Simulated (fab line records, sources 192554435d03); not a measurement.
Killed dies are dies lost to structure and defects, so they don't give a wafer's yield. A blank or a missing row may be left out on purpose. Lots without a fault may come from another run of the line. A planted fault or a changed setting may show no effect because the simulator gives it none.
Split-lot experiment | flow n5_finfet | 7 lots, 21 wafers read, on a route of 1938 steps

THE SPLIT
At N5_FIN_SAQP_ETCH_65 (etches SiO2 in CF4, target depth 4 nm, time 4.4 s), the setting time_s was moved away from the recipe's 4.4 s on 7 of the 21 wafers read, by -22.1% to +13.0%. The other wafers ran this setting at the recipe's value.

The reading is taken at the split's own step.

THE READING
etch.depth_nm (the simulator's own value, which no gauge read), in nm, at N5_FIN_SAQP_ETCH_65 (etches SiO2 in CF4, target depth 4 nm, time 4.4 s). The file gives no usual value for it. The 14 wafers here that ran the recipe average 3.995 nm, standard deviation 0.055 nm.

wafer  | tool, chamber at the split | time_s as run, s | against the recipe | etch.depth_nm, nm | against lot-mates on the recipe
L075.2 | rie_si-03, 1               | 4.4              | recipe             | 3.91              | -
L075.3 | rie_si-03, 3               | 4.4              | recipe             | 4.027             | -
L075.5 | rie_si-03, 0               | 4.4              | recipe             | 4.021             | -
L076.2 | rie_si-01, 3               | 4.4              | recipe             | 3.915             | -
L076.3 | rie_si-01, 2               | 4.974            | +13.0%             | 4.548             | +0.642
L076.6 | rie_si-01, 3               | 4.4              | recipe             | 3.897             | -
L080.2 | rie_si-01, 1               | 3.427            | -22.1%             | 3.151             | -0.870
L080.3 | rie_si-01, 2               | 4.4              | recipe             | 4.021             | -
L080.5 | rie_si-01, 0               | 3.427            | -22.1%             | 3.148             | -0.873
L082.3 | rie_si-03, 1               | 4.4              | recipe             | 3.934             | -
L082.4 | rie_si-03, 2               | 4.4              | recipe             | 4.037             | -
L082.6 | rie_si-03, 0               | 4.4              | recipe             | 4.055             | -
L085.2 | rie_si-04, 3               | 4.4              | recipe             | 3.983             | -
L085.3 | rie_si-04, 0               | 3.944            | -10.4%             | 3.611             | -0.385
L085.4 | rie_si-04, 2               | 4.4              | recipe             | 4.009             | -
L086.1 | rie_si-04, 3               | 4.4              | recipe             | 4.044             | -
L086.4 | rie_si-04, 0               | 4.4              | recipe             | 4.05              | -
L086.5 | rie_si-04, 0               | 3.646            | -17.1%             | 3.351             | -0.696
L096.1 | rie_si-03, 1               | 4.922            | +11.9%             | 4.336             | +0.305
L096.4 | rie_si-03, 3               | 4.922            | +11.9%             | 4.445             | +0.414
L096.6 | rie_si-03, 3               | 4.4              | recipe             | 4.031             | -

THE FIT
A straight line over all 21 wafers: etch.depth_nm changes by +0.0376 nm for each +1% of time_s; r = +0.99; the points scatter about the line by 0.055 nm.
The same after taking each lot's own level away (the mean of its wafers on the recipe; 21 wafers): +0.0389 nm for each +1%; r = +0.99; scatter 0.058 nm.
On that fit, the largest move of time_s shifts the reading by 0.86 nm.
The lots' own levels span 3.9060 to 4.0470 nm, that is 2.6 times the standard deviation above.
So the lot-to-lot level changes the slope little: the two slopes agree.
Check: with one of the wafers moved furthest among these (-22.1%) left out of the fit, the line predicts -0.863 nm for it against its lot-mates. It came out at -0.87 nm against them.

OTHER SPLITS ON THESE WAFERS
These wafers also went through other splits before the reading. Each is held against what the fit with the lots' levels taken away leaves over:
other split on the same wafers                    | wafers away from the commonest value | r with etch.depth_nm (lot level and that fit taken away)
N5_ZERO_LAYER_COAT_05 spin_rpm                    | 5                                    | +0.51
N5_ZERO_LAYER_EXPOSE_08 dose_mj                   | 8                                    | -0.31
N5_PMOS_HMC_CHANNEL_EPI_PEB_07 peb_temp_c         | 8                                    | +0.11
N5_PMOS_HMC_CHANNEL_EPI_DEVELOP_08 develop_time_s | 6                                    | +0.46
N5_FIN_SAQP_SPACER1_ALD_24 ald_cycles             | 8                                    | -0.25

THE FILE'S OWN FIT
etch.depth_nm changes by +0.0398 nm for each +1% of time_s, r = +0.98.
